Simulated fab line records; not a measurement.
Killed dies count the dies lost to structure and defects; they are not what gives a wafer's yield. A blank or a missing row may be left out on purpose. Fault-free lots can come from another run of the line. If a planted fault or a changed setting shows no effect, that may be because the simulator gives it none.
Which tool did it? + flow nandHarc + 11 lots, 33 wafers sampled, at 7 steps of a route of 1302

## WHAT THE GAUGES SHOWED, per wafer
NHARC_P_GATE_CD_MEAS_26: the cd target is 120 nm. Usual: cdNm at 119.6 nm, with a standard deviation of 0.78.
| lot  | measured     | on       | cdNm (nm)         | flag |
|------|--------------|----------|-------------------|------|
| L848 | day 5 20:32  | cdSem-01 | 119.3 119.7 117.6 |      |
| L849 | day 6 12:47  | cdSem-03 | 120.7 119.3 119.9 |      |
| L851 | day 7 05:45  | cdSem-02 | 118.3 118.8 120.1 |      |
| L852 | day 7 21:13  | cdSem-02 | 119.2 120.1 118.7 |      |
| L853 | day 7 21:38  | cdSem-03 | 121.0 119.9 119.6 |      |
| L854 | day 8 10:43  | cdSem-01 | 118.7 119.6 118.7 |      |
| L856 | day 9 10:59  | cdSem-01 | 119.9 120.3 118.9 |      |
| L860 | day 11 03:19 | cdSem-02 | 120.1 120.4 120.4 |      |
| L863 | day 12 05:20 | cdSem-02 | 95.2 95.0 94.8    | OFF  |
| L866 | day 13 05:09 | cdSem-01 | 94.2 95.1 94.5    | OFF  |
| L869 | day 14 11:45 | cdSem-02 | 120.6 119.9 119.6 |      |

NHARC_P_GATE_CD_MEAS_33. Usual: cdNm at 119 nm, with a standard deviation of 3.4.
| lot  | measured     | on       | cdNm (nm)   | flag |
|------|--------------|----------|-------------|------|
| L848 | day 5 21:32  | cdSem-02 | 122 118 115 |      |
| L849 | day 6 13:47  | cdSem-02 | 129 115 121 |      |
| L851 | day 7 06:44  | cdSem-03 | 116 117 120 |      |
| L852 | day 7 22:12  | cdSem-03 | 112 117 118 |      |
| L853 | day 7 22:37  | cdSem-03 | 121 113 114 |      |
| L854 | day 8 11:41  | cdSem-02 | 118 117 116 |      |
| L856 | day 9 11:58  | cdSem-01 | 113 122 117 |      |
| L860 | day 11 04:20 | cdSem-01 | 122 120 123 |      |
| L863 | day 12 06:20 | cdSem-03 | 93 91 97    | OFF  |
| L866 | day 13 06:08 | cdSem-03 | 100 95 99   | OFF  |
| L869 | day 14 12:44 | cdSem-01 | 115 121 121 |      |

NHARC_END_SORT_01. Usual: killedAtArray 54, standard deviation 21; killedAtOther 0.9, standard deviation 1.1; killedAtPeriphery 3.5, standard deviation 2.5; killedDies 58, standard deviation 21; killedOpen 3.3, standard deviation 1.9; killedShort 2.6, standard deviation 1.8.
| lot  | measured     | on        | killedAtArray | killedAtOther | killedAtPeriphery | killedDies  | killedOpen | killedShort | flag |
|------|--------------|-----------|---------------|---------------|-------------------|-------------|------------|-------------|------|
| L849 | day 27 09:43 | prober-01 | 21 23 31      | 1 0 0         | 3 3 2             | 25 26 33    | 1 2 3      | 1 6 0       |      |
| L854 | day 27 18:29 | prober-01 | 86 101 76     | 0 0 1         | 4 2 3             | 90 103 80   | 3 3 2      | 4 3 3       |      |
| L860 | day 30 09:28 | prober-02 | 58 55 62      | 2 2 0         | 2 3 3             | 62 60 65    | 3 3 5      | 6 3 9       |      |
| L863 | day 31 23:44 | prober-01 | 86 81 70      | 0 2 2         | 468 493 398       | 554 576 470 | 3 3 6      | 3 1 4       | OFF  |
| L866 | day 32 05:32 | prober-02 | 87 77 94      | 1 1 1         | 239 499 303       | 327 577 398 | 4 5 3      | 6 2 4       | OFF  |

## TOOL THAT RAN EACH LOT (tool first, then ch and the chambers of the sampled wafers, then the start)
| lot  | NHARC_P_GATE_PEB_24              | NHARC_P_GATE_STRIP_108            | NHARC_P_GATE_ALD_36              | NHARC_P_GATE_ETCHBACK_37                     |
|------|----------------------------------|-----------------------------------|----------------------------------|----------------------------------------------|
| L848 | lithoTrack-01 ch 0, day 5 20:28  | rieDiel-12 ch 0,1,3, day 5 21:21  | aldSin-04 ch 0,2,3, day 6 00:08  | rieDiel-08 ch 0,1,3, no start                |
| L849 | lithoTrack-04 ch 0, day 6 12:43  | rieDiel-08 ch 1,2, day 6 13:37    | aldSin-01 ch 1,2,3, day 6 18:26  | rieDiel-08 ch 1,2,3, day 27 09:43 or earlier |
| L851 | lithoTrack-04 ch 0, day 7 05:40  | rieDiel-12 ch 0,2,3, day 7 06:34  | aldSin-04 ch 2,3, day 7 07:11    | rieDiel-12 ch 1,3, no start                  |
| L852 | lithoTrack-04 ch 0, day 7 21:08  | rieDiel-02 ch 0,3, day 7 22:01    | aldSin-01 ch 1,2,3, day 7 22:39  | rieDiel-08 ch 1,2, no start                  |
| L853 | lithoTrack-06 ch 0, day 7 21:34  | rieDiel-08 ch 0,2, day 7 22:28    | aldSin-03 ch 0,1, day 7 23:04    | rieDiel-08 ch 1,2,3, no start                |
| L854 | lithoTrack-01 ch 0, day 8 10:38  | rieDiel-02 ch 1,3, day 8 11:32    | aldSin-04 ch 0,2,3, day 8 12:10  | rieDiel-12 ch 0,2,3, day 27 18:29 or earlier |
| L856 | lithoTrack-04 ch 0, day 9 10:55  | rieDiel-02 ch 0,1,2, day 9 11:50  | aldSin-03 ch 1,2, day 9 12:26    | rieDiel-12 ch 2,3, no start                  |
| L860 | lithoTrack-06 ch 0, day 11 03:14 | rieDiel-08 ch 0,2,3, day 11 04:08 | aldSin-04 ch 0,2,3, day 11 05:50 | rieDiel-12 ch 1,3, day 30 09:28 or earlier   |
| L863 | lithoTrack-04 ch 0, day 12 05:16 | rieDiel-08 ch 0,1,3, day 12 06:13 | aldSin-04 ch 2,3, day 12 07:51   | rieDiel-08 ch 2,3, day 31 23:44 or earlier   |
| L866 | lithoTrack-04 ch 0, day 13 05:04 | rieDiel-08 ch 1,3, day 13 05:57   | aldSin-04 ch 0,1,2, day 13 08:43 | rieDiel-12 ch 0,3, day 32 05:32 or earlier   |
| L869 | lithoTrack-06 ch 0, day 14 11:40 | rieDiel-08 ch 0,2, day 14 12:34   | aldSin-04 ch 1,3, day 14 13:11   | rieDiel-12 ch 2,3, no start                  |
- NHARC_P_GATE_PEB_24: peb time 65 s.
- NHARC_P_GATE_STRIP_108: strips in O2.
- NHARC_P_GATE_ALD_36: deposits SiNx, target thk 20 nm, pulse time 60 s, ald cycles 223.
- NHARC_P_GATE_ETCHBACK_37: etches the open film in CHF3/O2, target depth 34.5 nm, time 17.2 s.

## WHAT THE TOOLS THEMSELVES READ (means of the sampled wafers that have a number; where no wafer has one, the mark that the record gives instead)
NHARC_P_GATE_PEB_24. Usual: heaterPowerTotalW 156.7 W, standard deviation 0.41; plateTempC 100.02 C, standard deviation 0.13.
| lot  | tool          | heaterPowerTotalW (W) | plateTempC (C) | flag |
|------|---------------|-----------------------|----------------|------|
| L848 | lithoTrack-01 | 156.8                 | 99.87          |      |
| L849 | lithoTrack-04 | 156.9                 | 99.89          |      |
| L851 | lithoTrack-04 | 156.6                 | 100.26         |      |
| L852 | lithoTrack-04 | 156.7                 | 100.02         |      |
| L853 | lithoTrack-06 | 157.0                 | 99.87          |      |
| L854 | lithoTrack-01 | 156.9                 | 100.08         |      |
| L856 | lithoTrack-04 | 156.9                 | 100.00         |      |
| L860 | lithoTrack-06 | 157.1                 | 99.94          |      |
| L863 | lithoTrack-04 | 174.8                 | 108.50         | OFF  |
| L866 | lithoTrack-04 | 174.8                 | 108.34         | OFF  |
| L869 | lithoTrack-06 | 156.7                 | 100.12         |      |

NHARC_P_GATE_STRIP_108. Usual: drypumpMotorCurrentA 5.5 A, standard deviation 0.39; oesProductAu 0.998 a.u., standard deviation 0.01; rfVppV 57.8 V, standard deviation 0.87; showerheadPlenumPTorr 3.52 Torr, standard deviation 0.14; throttleValvePct 17.036 %, standard deviation 0.0086.
| lot  | tool       | drypumpMotorCurrentA (A) | oesProductAu (a.u.) | rfVppV (V) | showerheadPlenumPTorr (Torr) | throttleValvePct (%) | flag |
|------|------------|--------------------------|---------------------|------------|------------------------------|----------------------|------|
| L848 | rieDiel-12 | 5.7                      | 1.000               | 57.7       | 3.48                         | 17.034               |      |
| L849 | rieDiel-08 | 5.3                      | 0.987               | 57.5       | 3.33                         | 17.031               |      |
| L851 | rieDiel-12 | 5.6                      | 1.012               | 58.0       | 3.54                         | 17.031               |      |
| L852 | rieDiel-02 | 5.3                      | 0.991               | 57.9       | 3.68                         | 17.039               |      |
| L853 | rieDiel-08 | 5.6                      | 0.997               | 57.4       | 3.33                         | 17.030               |      |
| L854 | rieDiel-02 | 5.4                      | 1.003               | 58.9       | 3.64                         | 17.036               |      |
| L856 | rieDiel-02 | 5.3                      | 1.008               | 58.0       | 3.64                         | 17.030               |      |
| L860 | rieDiel-08 | 5.8                      | 0.992               | 57.6       | 3.41                         | 17.032               |      |
| L863 | rieDiel-08 | 5.6                      | 0.989               | 57.6       | 3.44                         | 17.036               |      |
| L866 | rieDiel-08 | 5.3                      | 0.989               | 56.7       | 3.45                         | 17.035               |      |
| L869 | rieDiel-08 | 5.6                      | 1.011               | 57.6       | 3.32                         | 17.038               |      |

NHARC_P_GATE_ALD_36. Usual: heaterPowerW 829 W, standard deviation 66; precursorPulseHeightRel 1.003, standard deviation 0.018.
| lot  | tool      | heaterPowerW (W) | precursorPulseHeightRel | flag |
|------|-----------|------------------|-------------------------|------|
| L848 | aldSin-04 | 810              | 1.011                   |      |
| L849 | aldSin-01 | 878              | 1.009                   |      |
| L851 | aldSin-04 | 832              | 0.982                   |      |
| L852 | aldSin-01 | 867              | 0.994                   |      |
| L853 | aldSin-03 | 785              | 0.999                   |      |
| L854 | aldSin-04 | 817              | 1.025                   |      |
| L856 | aldSin-03 | 828              | 0.995                   |      |
| L860 | aldSin-04 | 811              | 1.008                   |      |
| L863 | aldSin-04 | 816              | 1.009                   |      |
| L866 | aldSin-04 | 792              | 1.009                   |      |
| L869 | aldSin-04 | 827              | 1.004                   |      |

NHARC_P_GATE_ETCHBACK_37. Usual: drypumpMotorCurrentA 5.5 A, standard deviation 0.41; oesProductAu 0.94 a.u., standard deviation 0.032; rfVppV 370.3 V, standard deviation 2.1; showerheadPlenumPTorr 2.39 Torr, standard deviation 0.091; throttleValvePct 20.572 %, standard deviation 0.0094.
| lot  | tool       | drypumpMotorCurrentA (A) | oesProductAu (a.u.) | rfVppV (V) | showerheadPlenumPTorr (Torr) | throttleValvePct (%) | flag |
|------|------------|--------------------------|---------------------|------------|------------------------------|----------------------|------|
| L848 | rieDiel-08 | 5.6                      | 0.92                | 369.8      | 2.34                         | 20.570               |      |
| L849 | rieDiel-08 | 5.4                      | 0.92                | 369.2      | 2.33                         | 20.574               |      |
| L851 | rieDiel-12 | 5.7                      | 0.92                | 371.2      | 2.42                         | 20.574               |      |
| L852 | rieDiel-08 | 5.1                      | 0.92                | 367.9      | 2.28                         | 20.573               |      |
| L853 | rieDiel-08 | 5.5                      | 0.92                | 369.1      | 2.33                         | 20.582               |      |
| L854 | rieDiel-12 | 5.6                      | 1.00                | 371.4      | 2.41                         | 20.570               |      |
| L856 | rieDiel-12 | 5.8                      | 0.98                | 371.9      | 2.46                         | 20.567               |      |
| L860 | rieDiel-12 | 5.5                      | 0.92                | 369.2      | 2.35                         | 20.567               |      |
| L863 | rieDiel-08 | 5.6                      | 0.93                | 368.4      | 2.31                         | 20.567               |      |
| L866 | rieDiel-12 | 5.9                      | 0.93                | 371.1      | 2.42                         | 20.563               |      |
| L869 | rieDiel-12 | 5.7                      | 0.99                | 371.1      | 2.45                         | 20.575               |      |

## THE ANSWER, worked out from the rows above alone
Rule: a lot is off if the mean of its wafers that have a number lies more than 3 standard deviations from the usual mean. Also off: a lot with no number at a reading for which 4 or more lots have one. The other lots that the step has rows for count as sound. After the gauges, taken in route order, come the tools' own readings; for these a lot's mean is taken, as printed above. The first step at which some lot is off is used, and at that step the reading that is off furthest; a lot without a number counts as furthest.
Off: L863, L866, at NHARC_P_GATE_CD_MEAS_26 (cdNm).
A tool fits if, at a process step before that reading, it ran every lot that is off, and no sound lot after the first of them. The gauges at NHARC_P_GATE_CD_MEAS_26 aren't tried: what is off there is off at NHARC_P_GATE_CD_MEAS_33 too, on other tools, and a gauge's error can't cause that. One fits: lithoTrack-04 at NHARC_P_GATE_PEB_24. A fault onset in the window from L856 (day 9 10:55, its last sound lot) to L863 (day 12 05:16, its first lot off) fits.
The tool's own readings at NHARC_P_GATE_PEB_24 bear it out: on the lots that are off they differ by more than 5 times the standard deviation of the sound lots' means. heaterPowerTotalW reads 174.8 W there against 156.8 W on the sound lots; plateTempC reads 108.42 C there against 100.01 C on the sound lots.

## WHAT THE SIMULATOR HAD PUT IN
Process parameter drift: lithoTrack-04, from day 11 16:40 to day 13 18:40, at NHARC_P_GATE_PEB_24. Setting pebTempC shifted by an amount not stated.
Lots struck among those shown: L863, L866. The same result came from the rule above.
